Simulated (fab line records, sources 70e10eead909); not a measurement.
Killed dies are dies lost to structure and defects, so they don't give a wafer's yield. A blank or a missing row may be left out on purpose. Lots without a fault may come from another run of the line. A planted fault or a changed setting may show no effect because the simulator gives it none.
Chamber matching | flow nand_harc | NHARC_A_M1_DEP_33 on pecvd-02: 3 sister chambers
The step deposits SiCN, target thk 30 nm. 30 wafers are shown with their chamber, then 12 later ones without.

WAFERS WITH THEIR CHAMBER
wafer  | chamber | heater_power_w (W)
L075.3 | 0       | 657
L075.4 | 0       | 648
L075.6 | 2       | 591
L075.1 | 1       | 587
L075.2 | 2       | 564
L075.5 | 1       | 574
L074.1 | 2       | 645
L074.4 | 0       | 604
L074.6 | 2       | 624
L078.2 | 1       | 526
L078.5 | 1       | 540
L078.6 | 0       | 586
L077.1 | 2       | 627
L077.2 | 1       | 561
L077.5 | 2       | 625
L083.1 | 0       | 618
L083.2 | 2       | 571
L083.6 | 0       | 636
L084.3 | 2       | 534
L084.4 | 1       | 668
L084.5 | 0       | 659
L085.2 | 0       | 663
L085.4 | 1       | 612
L085.6 | 2       | 602
L086.3 | 0       | 664
L086.4 | 0       | 651
L086.6 | 1       | 648
L088.1 | 0       | 574
L088.3 | 2       | 608
L088.4 | 1       | 588

SIGNATURES (means of the wafers above)
reading        | chamber 0 | chamber 1 | chamber 2 | scatter within a chamber
heater_power_w | 632.73    | 589.33    | 599.10    | 37.8
Rule: a wafer's distance from a chamber is the root of the sum, over the readings, of the square of ((its reading less the chamber's mean) divided by the reading's scatter). The wafer belongs to the nearest chamber; if the next one is less than 2 further off, it can't be placed. The scatter: the root of (the sum of the squares of (reading less its chamber's mean) over the shown wafers, divided by (wafers less chambers)).

WAFERS WITHOUT THEIR CHAMBER
wafer  | heater_power_w (W)
L089.1 | 590
L089.3 | 552
L089.4 | 642
L091.3 | 633
L091.5 | 634
L091.6 | 636
L090.1 | 590
L090.3 | 653
L090.4 | 592
L094.1 | 556
L094.2 | 573
L094.5 | 648

WHICH CHAMBER EACH WENT THROUGH
wafer  | from the rows above          | in truth
L089.1 | can't be placed: 1 or 2 or 0 | 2
L089.3 | can't be placed: 1 or 2 or 0 | 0
L089.4 | can't be placed: 0 or 2 or 1 | 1
L091.3 | can't be placed: 0 or 2 or 1 | 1
L091.5 | can't be placed: 0 or 2 or 1 | 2
L091.6 | can't be placed: 0 or 2 or 1 | 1
L090.1 | can't be placed: 1 or 2 or 0 | 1
L090.3 | can't be placed: 0 or 2 or 1 | 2
L090.4 | can't be placed: 1 or 2 or 0 | 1
L094.1 | can't be placed: 1 or 2 or 0 | 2
L094.2 | can't be placed: 1 or 2 or 0 | 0
L094.5 | can't be placed: 0 or 2 or 1 | 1
Placed correctly: 0 of 12. Can't be placed from these rows: 12 (the true chamber is among the candidates in 12). Placed wrongly: 0.
